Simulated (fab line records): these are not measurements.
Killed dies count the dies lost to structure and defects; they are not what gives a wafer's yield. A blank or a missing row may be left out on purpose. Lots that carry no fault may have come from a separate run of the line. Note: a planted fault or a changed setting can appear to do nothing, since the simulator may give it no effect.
What tool caused it?	flow nand-harc	14 lots with 42 wafers sampled at 4 steps, on a route of 1302 steps

== WHAT THE GAUGES SHOWED, per wafer ==
The record holds no reading of a measuring or inspecting step that can be judged against a usual standard deviation.

== WHAT TOOL EACH LOT RAN ON (gives the tool, then ch and the chambers of the sampled wafers, and finally the start) ==
lot	NHARC_P_ZERO_WELL_DESCUM_39	NHARC_P_STI_DESCUM_14	NHARC_P_STI_OXIDE_40	NHARC_P_GATE_DESCUM_13
L743	rie-diel-11 ch 1,2, day 2 00:37	rie-diel-06 ch 1,2, day 3 00:03	furnace-08 ch 0, day 4 03:25	rie-diel-12 ch 2,3, day 4 15:51
L744	rie-diel-02 ch 0,1, day 2 10:16	rie-diel-06 ch 1,2,3, day 3 10:56	furnace-03 ch 0, day 4 13:47	rie-diel-04 ch 0,1,3, day 5 03:28
L745	rie-diel-11 ch 1,3, day 2 20:28	rie-diel-07 ch 0,1,2, day 3 17:38	furnace-03 ch 0, day 4 13:47	rie-diel-09 ch 0,1,2, day 5 03:39
L746	rie-diel-02 ch 0,1,3, day 3 06:08	rie-diel-06 ch 0,1, day 4 03:15	furnace-06 ch 0, day 5 02:32	rie-diel-04 ch 1,2,3, day 5 15:17
L748	rie-diel-11 ch 1,3, day 4 02:13	rie-diel-06 ch 0,1,2, day 4 21:06	furnace-08 ch 0, day 5 19:20	rie-diel-12 ch 0,2,3, day 6 08:21
L749	rie-diel-10 ch 0,1,2, day 4 15:07	rie-diel-07 ch 0,1,2, day 5 10:17	furnace-08 ch 0, day 6 15:51	rie-diel-04 ch 1,2,3, day 7 04:20
L750	rie-diel-10 ch 0,3, day 4 22:10	rie-diel-01 ch 0,3, day 5 16:58	furnace-08 ch 0, day 6 15:51	rie-diel-12 ch 1,2,3, day 7 04:29
L752	rie-diel-11 ch 1,2, day 5 18:35	rie-diel-07 ch 1,2, day 6 17:25	furnace-08 ch 0, day 7 15:26	rie-diel-09 ch 1,2,3, day 8 04:10
L753	rie-diel-02 ch 2,3, day 6 04:18	rie-diel-07 ch 0,2, day 7 03:17	furnace-06 ch 0, day 8 02:41	rie-diel-12 ch 0,1,2, day 8 16:21
L758	rie-diel-10 ch 0,3, day 8 06:23	rie-diel-01 ch 0,1,3, day 9 02:26	furnace-06 ch 0, day 10 06:29	rie-diel-12 ch 0,2,3, day 10 22:26
L759	rie-diel-10 ch 0,2,3, day 8 16:16	rie-diel-01 ch 1,2,3, day 9 11:33	furnace-06, day 10 13:11	-
L760	rie-diel-11 ch 0,1, day 9 02:11	rie-diel-01 ch 0,1,2, day 9 21:51	furnace-03, day 11 05:05	-
L765	rie-diel-10 ch 2,3, day 11 04:17	rie-diel-01 ch 1,2, day 12 01:26	furnace-03 ch 0, day 13 01:02	rie-diel-09 ch 0,1,2, day 13 14:23
L766	rie-diel-02 ch 0,1,3, day 11 14:20	rie-diel-01 ch 0,1,3, day 12 09:56	furnace-06 ch 0, day 13 09:52	rie-diel-12 ch 0,1,3, day 13 22:29
- NHARC_P_ZERO_WELL_DESCUM_39: chemistry O2, time 3 s.
- NHARC_P_STI_DESCUM_14: chemistry O2, time 3 s.
- NHARC_P_STI_OXIDE_40: material SiO2, target thk 10 nm, ox time 1362 s.
- NHARC_P_GATE_DESCUM_13: chemistry O2, time 3 s.

== WHAT THE TOOLS THEMSELVES READ (means of the sampled wafers that have a number; where no wafer has one, the mark that the record gives instead) ==
NHARC_P_ZERO_WELL_DESCUM_39.
lot	tool	drypump-motor-current-A (A)	oes-product-au (a.u.)	rf-vpp-V (V)	showerhead-plenum-p-Torr (Torr)	throttle-valve-pct (%)
L743	rie-diel-11	5.9	1.003	58.3	1.87	11.310
L744	rie-diel-02	5.5	0.991	59.1	2.00	11.319
L745	rie-diel-11	5.9	0.989	57.0	1.90	11.314
L746	rie-diel-02	5.6	1.003	58.0	1.95	11.316
L748	rie-diel-11	6.0	0.996	57.8	1.89	11.315
L749	rie-diel-10	5.7	1.008	57.5	1.89	11.304
L750	rie-diel-10	5.9	1.003	59.1	2.02	11.312
L752	rie-diel-11	5.6	1.003	58.0	1.92	11.305
L753	rie-diel-02	5.6	1.004	58.0	1.96	11.316
L758	rie-diel-10	5.9	1.009	57.5	2.01	11.315
L759	rie-diel-10	5.8	1.014	57.7	1.93	11.306
L760	rie-diel-11	5.4	1.004	58.2	2.00	11.305
L765	rie-diel-10	5.6	1.008	56.8	1.86	11.316
L766	rie-diel-02	5.5	0.993	57.3	1.93	11.317

NHARC_P_STI_DESCUM_14.
lot	tool	drypump-motor-current-A (A)	oes-product-au (a.u.)	rf-vpp-V (V)	showerhead-plenum-p-Torr (Torr)	throttle-valve-pct (%)
L743	rie-diel-06	6.3	0.992	58.3	1.96	11.314
L744	rie-diel-06	6.1	0.995	58.8	1.99	11.314
L745	rie-diel-07	5.2	1.006	58.3	1.91	11.314
L746	rie-diel-06	5.9	1.008	59.0	2.00	11.311
L748	rie-diel-06	6.1	0.987	58.2	1.95	11.312
L749	rie-diel-07	5.2	0.997	57.4	1.91	11.311
L750	rie-diel-01	6.1	1.002	57.5	1.87	11.304
L752	rie-diel-07	5.0	1.005	58.0	1.93	11.313
L753	rie-diel-07	5.0	1.008	57.5	1.97	11.308
L758	rie-diel-01	5.6	0.997	58.5	1.93	11.312
L759	rie-diel-01	5.9	1.003	57.6	1.96	11.309
L760	rie-diel-01	5.4	0.988	58.3	1.98	11.308
L765	rie-diel-01	5.7	1.006	57.8	2.01	11.313
L766	rie-diel-01	5.7	1.007	57.6	1.93	11.310

NHARC_P_STI_OXIDE_40.
lot	tool	ox-temp-c (C)	spike-tc-lower-C (C)
L743	furnace-08	899.9	902.9
L744	furnace-03	900.1	900.3
L745	furnace-03	899.3	899.4
L746	furnace-06	900.3	900.2
L748	furnace-08	900.4	902.6
L749	furnace-08	899.9	901.7
L750	furnace-08	899.9	901.7
L752	furnace-08	900.2	901.4
L753	furnace-06	899.9	901.9
L758	furnace-06	899.9	900.0
L759	furnace-06	-	-
L760	furnace-03	-	-
L765	furnace-03	899.7	900.6
L766	furnace-06	899.9	900.1

NHARC_P_GATE_DESCUM_13.
lot	tool	drypump-motor-current-A (A)	oes-product-au (a.u.)	rf-vpp-V (V)	showerhead-plenum-p-Torr (Torr)	throttle-valve-pct (%)
L743	rie-diel-12	6.4	0.989	57.8	1.84	11.305
L744	rie-diel-04	6.0	0.993	56.9	1.87	11.316
L745	rie-diel-09	5.5	0.995	57.1	1.89	11.312
L746	rie-diel-04	6.0	0.991	57.9	1.89	11.299
L748	rie-diel-12	6.4	1.006	58.5	1.88	11.316
L749	rie-diel-04	6.0	0.993	58.0	1.89	11.307
L750	rie-diel-12	5.8	1.004	58.3	1.82	11.299
L752	rie-diel-09	5.6	0.995	56.6	1.91	11.306
L753	rie-diel-12	6.0	1.006	57.5	1.88	11.322
L758	rie-diel-12	6.4	0.996	57.8	1.88	11.322
L765	rie-diel-09	5.6	1.006	58.0	1.88	11.316
L766	rie-diel-12	5.7	0.992	56.6	1.85	11.306

== THE ANSWER, worked out from the rows above alone ==
Rule: what is usual is taken from the lots themselves. Put in order of their means at a reading, lots are off if they are a third of the lots or fewer, leave a main group of 4 or more, and stand apart from it by a gap of 3 or more times the standard deviation of the main group's means; of several such gaps the widest counts. Not used: any main group whose means are identical at the precision the tables above print for the reading. A lot without any number at a reading at which 4 lots or more have one is off too. Any other lot the step has rows for is counted as sound. After the gauges, taken in route order, come the tools' own readings; for these a lot's mean is taken, as printed above. The first step at which some lot is off is used, and at that step the reading that is off furthest; a lot without a number counts as furthest.
Off: L759, L760 (NHARC_P_STI_OXIDE_40, ox-temp-c). Without a number there: L759, L760. Main group: mean 900.0 C, sd 0.28.
If a tool, at that step or one of the process steps before it, ran each lot that is off and ran no sound lot following the first of them, it fits. Not one of the candidates tried fits.

== WHAT HAD BEEN PUT IN BY THE SIMULATOR ==
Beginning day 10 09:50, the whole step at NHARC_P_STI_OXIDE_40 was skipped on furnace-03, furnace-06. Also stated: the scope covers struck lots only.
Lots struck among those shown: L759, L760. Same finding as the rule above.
